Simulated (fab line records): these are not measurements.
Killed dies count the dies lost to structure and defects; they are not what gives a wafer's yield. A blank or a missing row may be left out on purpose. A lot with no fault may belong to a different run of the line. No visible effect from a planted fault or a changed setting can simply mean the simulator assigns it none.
Matching of chambers || flow n5-finfet || N5_SD_EPI_P_DESCUM_14 on rie-diel-02 has 4 sister chambers
The step chemistry O2, time 7.9 s. 20 wafers are shown with their chamber, then 10 later ones without.

## EACH WAFER AND ITS CHAMBER
{"wafer": "L075.2", "chamber": 1, "showerhead-plenum-p-Torr (Torr)": 2.10, "drypump-motor-current-A (A)": 5.9, "rf-vpp-V (V)": 244.7}
{"wafer": "L075.4", "chamber": 2, "showerhead-plenum-p-Torr (Torr)": 2.14, "drypump-motor-current-A (A)": 5.2, "rf-vpp-V (V)": 244.1}
{"wafer": "L075.6", "chamber": 1, "showerhead-plenum-p-Torr (Torr)": 2.10, "drypump-motor-current-A (A)": 5.9, "rf-vpp-V (V)": 243.6}
{"wafer": "L081.2", "chamber": 0, "showerhead-plenum-p-Torr (Torr)": 1.97, "drypump-motor-current-A (A)": 6.6, "rf-vpp-V (V)": 240.9}
{"wafer": "L081.3", "chamber": 3, "showerhead-plenum-p-Torr (Torr)": 2.16, "drypump-motor-current-A (A)": 5.9, "rf-vpp-V (V)": 244.0}
{"wafer": "L081.5", "chamber": 3, "showerhead-plenum-p-Torr (Torr)": 2.16, "drypump-motor-current-A (A)": 5.9, "rf-vpp-V (V)": 244.4}
{"wafer": "L082.1", "chamber": 3, "showerhead-plenum-p-Torr (Torr)": 2.16, "drypump-motor-current-A (A)": 5.9, "rf-vpp-V (V)": 244.3}
{"wafer": "L082.2", "chamber": 1, "showerhead-plenum-p-Torr (Torr)": 2.10, "drypump-motor-current-A (A)": 5.9, "rf-vpp-V (V)": 244.4}
{"wafer": "L082.4", "chamber": 2, "showerhead-plenum-p-Torr (Torr)": 2.14, "drypump-motor-current-A (A)": 5.2, "rf-vpp-V (V)": 243.8}
{"wafer": "L084.1", "chamber": 2, "showerhead-plenum-p-Torr (Torr)": 2.14, "drypump-motor-current-A (A)": 5.2, "rf-vpp-V (V)": 242.9}
{"wafer": "L084.2", "chamber": 1, "showerhead-plenum-p-Torr (Torr)": 2.10, "drypump-motor-current-A (A)": 5.9, "rf-vpp-V (V)": 243.3}
{"wafer": "L084.6", "chamber": 2, "showerhead-plenum-p-Torr (Torr)": 2.14, "drypump-motor-current-A (A)": 5.2, "rf-vpp-V (V)": 243.9}
{"wafer": "L086.1", "chamber": 3, "showerhead-plenum-p-Torr (Torr)": 2.15, "drypump-motor-current-A (A)": 5.9, "rf-vpp-V (V)": 243.7}
{"wafer": "L086.3", "chamber": 0, "showerhead-plenum-p-Torr (Torr)": 1.97, "drypump-motor-current-A (A)": 6.5, "rf-vpp-V (V)": 240.9}
{"wafer": "L086.6", "chamber": 1, "showerhead-plenum-p-Torr (Torr)": 2.09, "drypump-motor-current-A (A)": 5.9, "rf-vpp-V (V)": 243.3}
{"wafer": "L087.1", "chamber": 2, "showerhead-plenum-p-Torr (Torr)": 2.14, "drypump-motor-current-A (A)": 5.3, "rf-vpp-V (V)": 243.7}
{"wafer": "L087.3", "chamber": 3, "showerhead-plenum-p-Torr (Torr)": 2.15, "drypump-motor-current-A (A)": 5.9, "rf-vpp-V (V)": 244.3}
{"wafer": "L087.6", "chamber": 3, "showerhead-plenum-p-Torr (Torr)": 2.15, "drypump-motor-current-A (A)": 5.9, "rf-vpp-V (V)": 243.6}
{"wafer": "L088.2", "chamber": 2, "showerhead-plenum-p-Torr (Torr)": 2.14, "drypump-motor-current-A (A)": 5.2, "rf-vpp-V (V)": 243.2}
{"wafer": "L088.3", "chamber": 3, "showerhead-plenum-p-Torr (Torr)": 2.15, "drypump-motor-current-A (A)": 5.9, "rf-vpp-V (V)": 243.6}

SIGNATURES (averages over the wafers above)
{"reading": "showerhead-plenum-p-Torr", "chamber 0": 1.9700, "chamber 1": 2.0980, "chamber 2": 2.1400, "chamber 3": 2.1543, "scatter within a chamber": 0.00396}
{"reading": "drypump-motor-current-A", "chamber 0": 6.550, "chamber 1": 5.900, "chamber 2": 5.217, "chamber 3": 5.900, "scatter within a chamber": 0.0289}
{"reading": "rf-vpp-V", "chamber 0": 240.900, "chamber 1": 243.860, "chamber 2": 243.600, "chamber 3": 243.986, "scatter within a chamber": 0.466}
Rule: a wafer lies at a distance from a chamber equal to the root of the sum of squares, over the readings, of (its reading less the chamber's mean, divided by the reading's scatter). If the next closest chamber is less than 2 further off than the closest, the wafer can't be placed; otherwise it belongs to the closest. The scatter is the square root of a quotient: the sum, over the shown wafers, of each reading's squared deviation from its chamber's mean, divided by wafers minus chambers.

## WAFERS WITHOUT THEIR CHAMBER
{"wafer": "L088.5", "showerhead-plenum-p-Torr (Torr)": 2.15, "drypump-motor-current-A (A)": 5.9, "rf-vpp-V (V)": 244.6}
{"wafer": "L091.3", "showerhead-plenum-p-Torr (Torr)": 2.14, "drypump-motor-current-A (A)": 5.2, "rf-vpp-V (V)": 242.1}
{"wafer": "L091.5", "showerhead-plenum-p-Torr (Torr)": 2.09, "drypump-motor-current-A (A)": 5.9, "rf-vpp-V (V)": 243.6}
{"wafer": "L091.6", "showerhead-plenum-p-Torr (Torr)": 1.97, "drypump-motor-current-A (A)": 6.5, "rf-vpp-V (V)": 239.7}
{"wafer": "L092.3", "showerhead-plenum-p-Torr (Torr)": 1.97, "drypump-motor-current-A (A)": 6.6, "rf-vpp-V (V)": 241.8}
{"wafer": "L092.4", "showerhead-plenum-p-Torr (Torr)": 1.97, "drypump-motor-current-A (A)": 6.5, "rf-vpp-V (V)": 240.7}
{"wafer": "L092.6", "showerhead-plenum-p-Torr (Torr)": 2.09, "drypump-motor-current-A (A)": 5.9, "rf-vpp-V (V)": 241.6}
{"wafer": "L094.1", "showerhead-plenum-p-Torr (Torr)": 1.96, "drypump-motor-current-A (A)": 6.5, "rf-vpp-V (V)": 241.2}
{"wafer": "L094.2", "showerhead-plenum-p-Torr (Torr)": 2.14, "drypump-motor-current-A (A)": 5.2, "rf-vpp-V (V)": 243.8}
{"wafer": "L094.5", "showerhead-plenum-p-Torr (Torr)": 2.09, "drypump-motor-current-A (A)": 5.9, "rf-vpp-V (V)": 243.9}

## THE CHAMBER EACH PASSED THROUGH
{"wafer": "L088.5", "from the rows above": 3, "in truth": 3}
{"wafer": "L091.3", "from the rows above": 2, "in truth": 2}
{"wafer": "L091.5", "from the rows above": 1, "in truth": 1}
{"wafer": "L091.6", "from the rows above": 0, "in truth": 0}
{"wafer": "L092.3", "from the rows above": 0, "in truth": 0}
{"wafer": "L092.4", "from the rows above": 0, "in truth": 0}
{"wafer": "L092.6", "from the rows above": 1, "in truth": 1}
{"wafer": "L094.1", "from the rows above": 0, "in truth": 0}
{"wafer": "L094.2", "from the rows above": 2, "in truth": 2}
{"wafer": "L094.5", "from the rows above": 1, "in truth": 1}
Correct placement for 10 of the 10. From these rows, 0 cannot be placed. Number placed wrongly: 0.
